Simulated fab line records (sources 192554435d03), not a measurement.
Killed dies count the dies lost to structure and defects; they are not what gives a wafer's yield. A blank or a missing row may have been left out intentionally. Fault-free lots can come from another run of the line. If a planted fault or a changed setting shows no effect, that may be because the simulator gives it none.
Comparing a struck lot with a sound one | flow n5 finfet | 40 steps out of a route of 1938
Sound: the wafers L270.4, L270.5, L270.6. Struck: wafer L275.1 (L275.2, L275.4, from the same lot, were not struck and are left out); the cause is given at the end.
Each step with rows lists, per side, the tool, then ch with its chambers, then its first start. Under that, the readings that differ: sound wafers | struck wafers | difference of the means | sigmas: that difference in standard deviations of wafers without a fault.
alike: words and numbers the same on both sides, and readings whose means are apart by under 2 such deviations; not compared: readings that were withheld, readings missing a value for some wafer, numbers with overlapping values and no deviation given by the record, and bounds like >300 which may hide the same value.
A row with sigmas, a row that says differs or no value, or rows on one side alone: a step with any of these is where the two part. Numbers that have no deviation but don't overlap get no sigmas and don't part them. A reading missing from all wafers of one side parts the sides only when that side holds two or more wafers.

first, 11 steps without rows for these wafers: N5_BEOL_M1_SPUTTER_90 (material Cu, target thk 4.5 nm, time 8.29 s); N5_BEOL_M1_ANNEAL_91 (time 240 s); N5_BEOL_M1_SPUTTER_92 (material Cu, target thk 4.5 nm, time 8.29 s); N5_BEOL_M1_ANNEAL_93 (time 240 s); N5_BEOL_M1_SPUTTER_94 (material Cu, target thk 4.5 nm, time 8.29 s); N5_BEOL_M1_ANNEAL_95 (time 240 s); N5_BEOL_M1_SPUTTER_96 (material Cu, target thk 4.5 nm, time 8.29 s); N5_BEOL_M1_ECD_50 (material Cu, target thk 300 nm); N5_BEOL_M1_ANNEAL_51 (time 90 s); N5_BEOL_M1_CMP_52 (polishes, stops on SiOC, t overpolish 6.8 s, target thk 40 nm); N5_BEOL_M1_PRE_CLEAN_60 (time 15 s).
N5_BEOL_M1_CO_CAP_55: material Co, precursor CCTBA/H2, target thk 2 nm, time 102.1 s.
  sound on cvd co-01 ch 0,1, day 7 11:07; struck on cvd co-01 ch 0, day 9 05:52
  alike: heater power outer w, heater power w
then, 2 steps without rows for these wafers: N5_BEOL_M1_PRE_CLEAN_56 (time 15 s); N5_BEOL_M1_DEP_57 (deposits SiCN from 3MS/NH3, target thk 8 nm, time 14 s).
N5_BEOL_M1_INSPECT_59: inspects for defects (darkfield).
  sound: defect inspect-01 at day 7 11:20; struck: defect inspect-02 at day 9 06:05
  reading          | sound     | struck | difference | sigmas
  raw defect count | 85 97 120 | 540    | +439       | +18
then, 12 steps without rows for these wafers: N5_BEOL_M2_ILD_DEP_00 (deposits SiOC from DEMS/O2, target thk 79 nm, time 15.3 s); N5_BEOL_M2_PECVD_72 (deposits SiO2 from TEOS/O2, target thk 16 nm, time 18 s); N5_BEOL_M2_HM_DEP_02 (deposits TiN, target thk 20 nm); N5_BEOL_M2_COAT_61 (time 60 s, resist thk 60 nm); N5_BEOL_M2_COAT_62 (time 60 s, resist thk 12 nm); N5_BEOL_M2_COAT_73 (time 60 s, resist thk 5 nm); N5_BEOL_M2_COAT_05 (resist thk 30 nm); N5_BEOL_M2_EBR_07; N5_BEOL_M2_SOFTBAKE_06 (time 60 s); N5_BEOL_M2_EXPOSE_08 (exposes mask M2); N5_BEOL_M2_PEB_09 (peb time 60 s); N5_BEOL_M2_DEVELOP_10 (develop time 30 s).
N5_BEOL_M2_INSPECT_13: inspects for defects (brightfield).
  sound: defect inspect-02 at day 7 14:14; struck: defect inspect-01 at day 9 08:34
  reading          | sound       | struck | difference | sigmas
  raw defect count | 471 423 384 | 889    | +463       | +4
then, 9 steps without rows for these wafers: N5_BEOL_M2_DESCUM_16 (chemistry O2, time 7 s); N5_BEOL_M2_ETCH_74 (etches underlayer in N2/H2, target depth 6.5 nm, time 5.2 s); N5_BEOL_M2_ETCH_63 (etches SiARC in CF4, target depth 15.6 nm, time 26 s); N5_BEOL_M2_ETCH_64 (etches SOC in N2/H2, target depth 75 nm, overetch 22.5 nm, time 121.9 s); N5_BEOL_M2_STRIP_65 (strips in N2/H2); N5_BEOL_M2_STRIP_75 (strips in N2/H2); N5_BEOL_M2_STRIP_66 (strips in CF4); N5_BEOL_M2_HM_OPEN_17 (chemistry Cl2/BCl3, target TiN, target depth 20 nm, overetch 6 nm); N5_BEOL_M2_STRIP_19 (strips in O2).
N5_BEOL_M2_INSPECT_30: inspects for defects (brightfield).
  sound: defect inspect-01 at day 7 15:24; struck: defect inspect-01 at day 9 09:27
  reading          | sound       | struck | difference | sigmas
  raw defect count | 421 433 382 | 885    | +473       | +4
N5_BEOL_M4_RC_MEAS_101:
  sound on prober-02 ch 0, day 9 15:13; struck on prober-01 ch 0, day 10 19:35
  reading       | sound          | struck | difference | sigmas
  SS_P (mV/dec) | 73.0 71.8 73.2 | 74.8   | +2.1       | +2
  alike: DIBL_N, DIBL_P, IOFF_N, IOFF_P, ION_N, ION_P, SS_N, VT_N, VT_P
-- the record jumps here: 5 days lie between the struck wafers' starts before and after (it left off in module BEOL_M4 and takes up again in module PASSIVATION, whose first step shown is number 1936 of the route) --
N5_PASSIVATION_PROBE_49:
  sound: prober-01 at day 13 19:48; struck: prober-01 at day 15 19:27
  reading                  | sound          | struck | difference | sigmas
  defect limited yield (%) | 91.5 91.8 92.4 | 82.5   | -9.4       | -7
  killed_at_M0_to_M3       | 26 24 17       | 128    | +106       | +11
  killed dies              | 100 97 90      | 207    | +111       | +7
  killed on rim            | 16 10 16       | 34     | +20        | +5
  sort_bin_5_function (%)  | 5.0 5.1 3.6    | 11.0   | +6.4       | +7
  sort n pass              | 1080 1083 1090 | 973    | -111       | -7
  sort yield pct (%)       | 91.5 91.8 92.4 | 82.5   | -9.4       | -6
  alike: killed_at_M4_up, killed at contacts, killed at front end, killed at other, killed open, killed short, sort_bin_6_memory

WHERE THEY PART
Earliest at N5_BEOL_M1_INSPECT_59; latest, in this record, at N5_PASSIVATION_PROBE_49.

WHY: whatever the simulator had introduced
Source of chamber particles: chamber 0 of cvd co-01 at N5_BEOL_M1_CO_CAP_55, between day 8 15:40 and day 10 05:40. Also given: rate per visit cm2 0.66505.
